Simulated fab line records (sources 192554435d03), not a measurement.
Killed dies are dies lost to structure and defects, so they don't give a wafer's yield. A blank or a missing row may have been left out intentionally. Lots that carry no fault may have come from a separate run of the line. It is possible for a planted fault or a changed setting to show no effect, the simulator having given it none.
A lot that was struck, set against a sound lot -- flow n5_finfet -- 15 steps out of a route of 1938
Sound: the wafers L732.1, L732.2, L732.6. Struck: wafer L730.3. (L730.6 of the same lot was not struck and is left out.) The cause comes at the end.
At each step with rows: each side's tool, then ch and its chambers, then its first start. Under that, the readings that differ: sound wafers -- struck wafers -- difference of the means -- sigmas: that difference in standard deviations of wafers without a fault.
alike: a reading whose means differ by less than 2 such deviations, as well as words and numbers matching on both sides. not compared: withheld readings; readings where some wafer has no value; bounds like >300 that might hide an equal value; numbers whose values overlap and for which the record gives no deviation.
The two part at a step that has a row with sigmas, a row that says differs or no value, or rows on one side only. When numbers do not overlap yet have no deviation, they are printed without sigmas and do not part them. Lack of a reading on every wafer of one side parts them only where that side has two or more wafers.

first, 4 steps without rows for these wafers: N5_SD_EPI_N_SOFTBAKE_04 (time 60 s); N5_SD_EPI_N_EXPOSE_06 (exposes mask SD N BLK, target cd 120 nm); N5_SD_EPI_N_PEB_07 (peb time 60 s); N5_SD_EPI_N_DEVELOP_08 (develop time 30 s).
N5_SD_EPI_N_CD_MEAS_09: the cd target is 120 nm.
  sound on cd_sem-01 ch 0, day 8 06:33; struck on cd_sem-02 ch 0, day 7 18:31
  alike: cd_nm
N5_SD_EPI_N_OVL_MEAS_10:
  sound on overlay-02 ch 0, day 8 06:35; struck on overlay-02 ch 0, day 7 18:32
  alike: SD_N_BLK_OVL
N5_SD_EPI_N_INSPECT_11: inspects for defects (macro).
  sound on defect_inspect-01 at day 8 06:36; struck on defect_inspect-02 at day 7 18:34
  alike: raw_defect_count
N5_SD_EPI_N_DESCUM_14: chemistry O2, time 7.9 s.
  sound on rie_diel-01 ch 1,2, day 8 06:38; struck on rie_diel-03 ch 1, day 7 18:38
reading,sound,struck,difference,sigmas
showerhead_plenum_p_Torr (Torr),1.99 1.98 1.99,2.16,+0.17,+2
  alike: drypump_motor_current_A, o2_flow_sccm, oes_product_au, rf_vpp_V, throttle_valve_pct
  not compared: rf_hours_counter_h
N5_SD_EPI_N_ETCH_34: etches SiARC in CF4, target depth 45.5 nm, time 75.8 s.
  sound on rie_diel-01 ch 1,2, day 8 06:40; struck on rie_diel-03 ch 1, day 7 18:40
reading,sound,struck,difference,sigmas
rf_vpp_V (V),182.9 183.1 182.3,185.3,+2.5,+2
showerhead_plenum_p_Torr (Torr),2.03 2.04 2.03,2.21,+0.18,+2
  alike: drypump_motor_current_A, etch_rf_on_time_s, oes_product_au, throttle_valve_pct
  not compared: rf_hours_counter_h
N5_SD_EPI_N_ETCH_35: etches SOC in N2/H2, overetch 108 nm, time 486 s.
  sound on rie_diel-01 ch 1,2, day 8 06:44; struck on rie_diel-03 ch 1, day 7 18:44
reading,sound,struck,difference,sigmas
rf_vpp_V (V),239.6 238.1 238.4,242.0,+3.3,+2
showerhead_plenum_p_Torr (Torr),2.40 2.41 2.40,2.61,+0.21,+2
  alike: drypump_motor_current_A, oes_product_au, throttle_valve_pct
  not compared: rf_hours_counter_h
then, 1 step without rows for these wafers: N5_SD_EPI_N_STRIP_36 (strips in N2/H2).
N5_SD_EPI_N_ETCHBACK_44: etches SiNx in CH3F/O2, stops on SiO2, target depth 14.5 nm.
  sound on rie_diel-01 ch 1,2, day 8 07:03; struck on rie_diel-03 ch 1, day 7 19:03
reading,sound,struck,difference,sigmas
showerhead_plenum_p_Torr (Torr),1.89 1.90 1.89,2.07,+0.18,+2
  alike: drypump_motor_current_A, oes_ar_750_au, oes_product_au, rf_vpp_V, throttle_valve_pct
  not compared: rf_hours_counter_h
N5_SD_EPI_N_ETCH_45: etches SiOCN in CH3F/O2, target depth 6 nm.
  sound on rie_diel-01 ch 1,2, day 8 07:09; struck on rie_diel-03 ch 1, day 7 19:09
reading,sound,struck,difference,sigmas
showerhead_plenum_p_Torr (Torr),1.89 1.90 1.89,2.07,+0.18,+2
model.etch.depth_nm (nm),5.983 5.81 5.929,4.241,-1.666,
  alike: drypump_motor_current_A, oes_product_au, rf_vpp_V, throttle_valve_pct
  not compared: rf_hours_counter_h
N5_SD_EPI_N_ETCH_16: etches SiO2 in CHF3/O2, target depth 5 nm.
  sound on rie_diel-01 ch 1,2, day 8 07:15; struck on rie_diel-03 ch 1, day 7 19:15
reading,sound,struck,difference,sigmas
showerhead_plenum_p_Torr (Torr),2.29 2.30 2.29,2.49,+0.20,+2
  alike: drypump_motor_current_A, oes_ar_750_au, oes_product_au, rf_vpp_V, throttle_valve_pct
  not compared: rf_hours_counter_h
-- here the record skips 11 days between the struck wafers' starts before and after, leaving off in module SD_EPI_N and picking up in module PASSIVATION (first step shown: number 1936 of the route) --
N5_PASSIVATION_PROBE_49:
  record: rows for the struck wafers here (prober-02, day 19 03:56), none for the sound ones

== WHERE THEY PART ==
Last at N5_PASSIVATION_PROBE_49 as far as this record goes, first at N5_SD_EPI_N_DESCUM_14.

WHY: the cause the simulator had injected
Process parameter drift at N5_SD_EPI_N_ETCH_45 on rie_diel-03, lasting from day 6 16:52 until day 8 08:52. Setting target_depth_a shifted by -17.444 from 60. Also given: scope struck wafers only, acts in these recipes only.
